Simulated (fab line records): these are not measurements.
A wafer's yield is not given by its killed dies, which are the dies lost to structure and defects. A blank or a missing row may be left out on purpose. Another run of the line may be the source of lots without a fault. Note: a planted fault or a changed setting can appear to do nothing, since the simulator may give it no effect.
Which of the tools did it? || flow nandHarc || 72 wafers from 24 lots sampled at 2 of the route's 1159 steps

## WHAT THE GAUGES READ, wafer by wafer
NHARC_A_START_INSPECT_01.
{"lot": "L074", "measured": "day 7 02:03", "on": "defectInspect-02", "rawDefectCount": "6 2 4"}
{"lot": "L075", "measured": "day 7 06:06", "on": "defectInspect-01", "rawDefectCount": "2 4 7"}
{"lot": "L077", "measured": "day 7 11:08", "on": "defectInspect-02", "rawDefectCount": "3 4 2"}
{"lot": "L076", "measured": "day 7 11:44", "on": "defectInspect-02", "rawDefectCount": "3 2 4"}
{"lot": "L078", "measured": "day 7 20:29", "on": "defectInspect-01", "rawDefectCount": "2 9 3"}
{"lot": "L079", "measured": "day 7 21:04", "on": "defectInspect-02", "rawDefectCount": "3 3 1"}
{"lot": "L081", "measured": "day 8 07:19", "on": "defectInspect-01", "rawDefectCount": "3 3 3"}
{"lot": "L080", "measured": "day 8 07:49", "on": "defectInspect-02", "rawDefectCount": "3 3 3"}
{"lot": "L083", "measured": "day 8 15:36", "on": "defectInspect-01", "rawDefectCount": "2 1 2"}
{"lot": "L082", "measured": "day 8 16:11", "on": "defectInspect-02", "rawDefectCount": "9 1 4"}
{"lot": "L084", "measured": "day 8 18:23", "on": "defectInspect-02", "rawDefectCount": "5 2 2"}
{"lot": "L085", "measured": "day 9 03:25", "on": "defectInspect-02", "rawDefectCount": "1 3 4"}
{"lot": "L086", "measured": "day 9 19:23", "on": "defectInspect-02", "rawDefectCount": "3 2 6"}
{"lot": "L087", "measured": "day 10 00:14", "on": "defectInspect-02", "rawDefectCount": "3 4 2"}
{"lot": "L088", "measured": "day 10 15:07", "on": "defectInspect-02", "rawDefectCount": "4 5 3"}
{"lot": "L089", "measured": "day 10 15:35", "on": "defectInspect-01", "rawDefectCount": "4 4 5"}
{"lot": "L091", "measured": "day 10 19:32", "on": "defectInspect-02", "rawDefectCount": "6 2 2"}
{"lot": "L090", "measured": "day 10 20:12", "on": "defectInspect-01", "rawDefectCount": "5 4 7"}
{"lot": "L092", "measured": "day 10 23:16", "on": "defectInspect-01", "rawDefectCount": "3 5 5"}
{"lot": "L093", "measured": "day 11 09:41", "on": "defectInspect-01", "rawDefectCount": "3 0 5"}
{"lot": "L095", "measured": "day 11 16:53", "on": "defectInspect-01", "rawDefectCount": "3 3 3"}
{"lot": "L096", "measured": "day 11 17:48", "on": "defectInspect-01", "rawDefectCount": "5 3 2"}
{"lot": "L094", "measured": "day 11 19:22", "on": "defectInspect-02", "rawDefectCount": "0 1 5"}
{"lot": "L097", "measured": "day 12 08:04", "on": "defectInspect-01", "rawDefectCount": "5 3 1"}

## WHAT TOOL EACH LOT RAN ON (gives the tool, then ch and the chambers of the sampled wafers, and finally the start)
{"lot": "L074", "NHARC_P_BONDPAD_DEGAS_25": "pvdSputter-01, day 6 23:55"}
{"lot": "L075", "NHARC_P_BONDPAD_DEGAS_25": "pvdSputter-02, day 7 03:58"}
{"lot": "L077", "NHARC_P_BONDPAD_DEGAS_25": "pvdSputter-01, day 7 09:05"}
{"lot": "L076", "NHARC_P_BONDPAD_DEGAS_25": "pvdSputter-03, day 7 09:32"}
{"lot": "L078", "NHARC_P_BONDPAD_DEGAS_25": "pvdSputter-03, day 7 18:23"}
{"lot": "L079", "NHARC_P_BONDPAD_DEGAS_25": "pvdSputter-03, day 7 18:57"}
{"lot": "L081", "NHARC_P_BONDPAD_DEGAS_25": "pvdSputter-03, day 8 05:12"}
{"lot": "L080", "NHARC_P_BONDPAD_DEGAS_25": "pvdSputter-02, day 8 05:43"}
{"lot": "L083", "NHARC_P_BONDPAD_DEGAS_25": "pvdSputter-02, day 8 13:29"}
{"lot": "L082", "NHARC_P_BONDPAD_DEGAS_25": "pvdSputter-03, day 8 13:52"}
{"lot": "L084", "NHARC_P_BONDPAD_DEGAS_25": "pvdSputter-01, day 8 16:17"}
{"lot": "L085", "NHARC_P_BONDPAD_DEGAS_25": "pvdSputter-03, day 9 01:13"}
{"lot": "L086", "NHARC_P_BONDPAD_DEGAS_25": "pvdSputter-03, day 9 17:16"}
{"lot": "L087", "NHARC_P_BONDPAD_DEGAS_25": "pvdSputter-03, day 9 22:07"}
{"lot": "L088", "NHARC_P_BONDPAD_DEGAS_25": "pvdSputter-02, day 10 12:31"}
{"lot": "L089", "NHARC_P_BONDPAD_DEGAS_25": "pvdSputter-01, day 10 13:05"}
{"lot": "L091", "NHARC_P_BONDPAD_DEGAS_25": "pvdSputter-01, day 10 17:26"}
{"lot": "L090", "NHARC_P_BONDPAD_DEGAS_25": "pvdSputter-03, day 10 18:07"}
{"lot": "L092", "NHARC_P_BONDPAD_DEGAS_25": "pvdSputter-03, day 10 21:09"}
{"lot": "L093", "NHARC_P_BONDPAD_DEGAS_25": "pvdSputter-03, day 11 07:35"}
{"lot": "L095", "NHARC_P_BONDPAD_DEGAS_25": "pvdSputter-02, day 11 14:42"}
{"lot": "L096", "NHARC_P_BONDPAD_DEGAS_25": "pvdSputter-03, day 11 15:37"}
{"lot": "L094", "NHARC_P_BONDPAD_DEGAS_25": "pvdSputter-01, day 11 17:08"}
{"lot": "L097", "NHARC_P_BONDPAD_DEGAS_25": "pvdSputter-01, day 12 05:58"}
- NHARC_P_BONDPAD_DEGAS_25: time 60 s.

## AS READ BY THE TOOLS THEMSELVES (means over the sampled wafers that have a number; for cases with no such wafer, the mark the record gives instead)
NHARC_P_BONDPAD_DEGAS_25.
{"lot": "L074", "tool": "pvdSputter-01", "heaterPowerW (W)": 493}
{"lot": "L075", "tool": "pvdSputter-02", "heaterPowerW (W)": 431}
{"lot": "L077", "tool": "pvdSputter-01", "heaterPowerW (W)": 487}
{"lot": "L076", "tool": "pvdSputter-03", "heaterPowerW (W)": 463}
{"lot": "L078", "tool": "pvdSputter-03", "heaterPowerW (W)": 466}
{"lot": "L079", "tool": "pvdSputter-03", "heaterPowerW (W)": 457}
{"lot": "L081", "tool": "pvdSputter-03", "heaterPowerW (W)": 461}
{"lot": "L080", "tool": "pvdSputter-02", "heaterPowerW (W)": 430}
{"lot": "L083", "tool": "pvdSputter-02", "heaterPowerW (W)": 425}
{"lot": "L082", "tool": "pvdSputter-03", "heaterPowerW (W)": 465}
{"lot": "L084", "tool": "pvdSputter-01", "heaterPowerW (W)": 520}
{"lot": "L085", "tool": "pvdSputter-03", "heaterPowerW (W)": 473}
{"lot": "L086", "tool": "pvdSputter-03", "heaterPowerW (W)": 483}
{"lot": "L087", "tool": "pvdSputter-03", "heaterPowerW (W)": 472}
{"lot": "L088", "tool": "pvdSputter-02", "heaterPowerW (W)": 428}
{"lot": "L089", "tool": "pvdSputter-01", "heaterPowerW (W)": 512}
{"lot": "L091", "tool": "pvdSputter-01", "heaterPowerW (W)": 465}
{"lot": "L090", "tool": "pvdSputter-03", "heaterPowerW (W)": 454}
{"lot": "L092", "tool": "pvdSputter-03", "heaterPowerW (W)": 462}
{"lot": "L093", "tool": "pvdSputter-03", "heaterPowerW (W)": 477}
{"lot": "L095", "tool": "pvdSputter-02", "heaterPowerW (W)": 430}
{"lot": "L096", "tool": "pvdSputter-03", "heaterPowerW (W)": 460}
{"lot": "L094", "tool": "pvdSputter-01", "heaterPowerW (W)": 487}
{"lot": "L097", "tool": "pvdSputter-01", "heaterPowerW (W)": 489}

## THE ANSWER, worked out from the rows above alone
Rule: the usual values come from the lots themselves. Put in order of their means at a reading, lots are off if they are a third of the lots or fewer, leave a main group of 4 or more, and stand apart from it by a gap of 3 or more times the standard deviation of the main group's means; of several such gaps the widest counts. If all means in a main group match to the digits the tables above print for the reading, that group is not used. A lot without any number at a reading at which 4 lots or more have one is off too. All remaining lots with rows at the step are treated as sound. The gauges are gone through in route order, then the tools' own readings, and for those a lot's mean is taken as printed above. At the first step where some lot is off, the reading lying furthest off is the one used; lots without a number count as furthest.
Nothing can be told from this: no lot is off at any reading shown.

## WHAT HAD BEEN PUT IN BY THE SIMULATOR
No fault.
